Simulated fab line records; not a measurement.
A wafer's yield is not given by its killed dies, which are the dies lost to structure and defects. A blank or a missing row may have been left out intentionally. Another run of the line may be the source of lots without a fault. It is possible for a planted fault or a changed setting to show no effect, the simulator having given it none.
Chamber matching | flow n5_finfet | 4 sister chambers for N5_BEOL_M9_ETCH_65 on rie_diel-03
The step etches SiARC in CF4, target depth 15.6 nm, time 26 s. 14 wafers are shown with their chamber, then 7 later ones without.

== WAFERS WITH THEIR CHAMBER ==
wafer  | chamber | drypump_motor_current_A (A) | throttle_valve_pct (%) | showerhead_plenum_p_Torr (Torr)
L075.1 | 2       | 5.3                         | 15.23                  | 2.11
L075.3 | 0       | 5.1                         | 15.85                  | 2.14
L075.5 | 0       | 5.1                         | 15.85                  | 2.14
L081.3 | 0       | 5.1                         | 15.88                  | 2.14
L081.5 | 1       | 5.4                         | 15.59                  | 2.26
L081.6 | 0       | 5.1                         | 15.85                  | 2.14
L084.1 | 0       | 5.1                         | 15.87                  | 2.14
L084.4 | 3       | 6.4                         | 15.73                  | 2.17
L084.6 | 2       | 5.3                         | 15.25                  | 2.10
L090.1 | 0       | 5.1                         | 15.88                  | 2.13
L090.3 | 1       | 5.4                         | 15.64                  | 2.25
L090.6 | 1       | 5.4                         | 15.63                  | 2.25
L089.1 | 3       | 6.3                         | 15.75                  | 2.16
L089.5 | 0       | 5.1                         | 15.89                  | 2.13

SIGNATURES (means of the wafers above)
reading                  | chamber 0 | chamber 1 | chamber 2 | chamber 3 | scatter within a chamber
drypump_motor_current_A  | 5.100     | 5.400     | 5.300     | 6.350     | 0.0224
throttle_valve_pct       | 15.8671   | 15.6200   | 15.2400   | 15.7400   | 0.0188
showerhead_plenum_p_Torr | 2.1371    | 2.2533    | 2.1050    | 2.1650    | 0.00556
Rule: a wafer's distance from a chamber is the root of the sum, over the readings, of the square of ((its reading less the chamber's mean) divided by the reading's scatter). The wafer belongs to the nearest chamber; if the next one is less than 2 further off, it can't be placed. The scatter: take each reading less its chamber's mean, square it, sum over the shown wafers, divide by the number of wafers less the number of chambers, and take the root.

== WAFERS WITH NO CHAMBER GIVEN ==
wafer  | drypump_motor_current_A (A) | throttle_valve_pct (%) | showerhead_plenum_p_Torr (Torr)
L089.6 | 5.4                         | 15.64                  | 2.25
L088.1 | 5.4                         | 15.63                  | 2.25
L088.4 | 5.4                         | 15.63                  | 2.25
L088.5 | 6.3                         | 15.76                  | 2.16
L091.1 | 5.4                         | 15.67                  | 2.25
L091.2 | 6.4                         | 15.80                  | 2.16
L091.4 | 5.4                         | 15.66                  | 2.25

== EACH ONE'S CHAMBER ==
wafer  | from the rows above | in truth
L089.6 | 1                   | 1
L088.1 | 1                   | 1
L088.4 | 1                   | 1
L088.5 | 3                   | 3
L091.1 | 1                   | 1
L091.2 | 3                   | 3
L091.4 | 1                   | 1
7 of 7 placed correctly. Number that these rows cannot place: 0. Placed wrongly: 0.
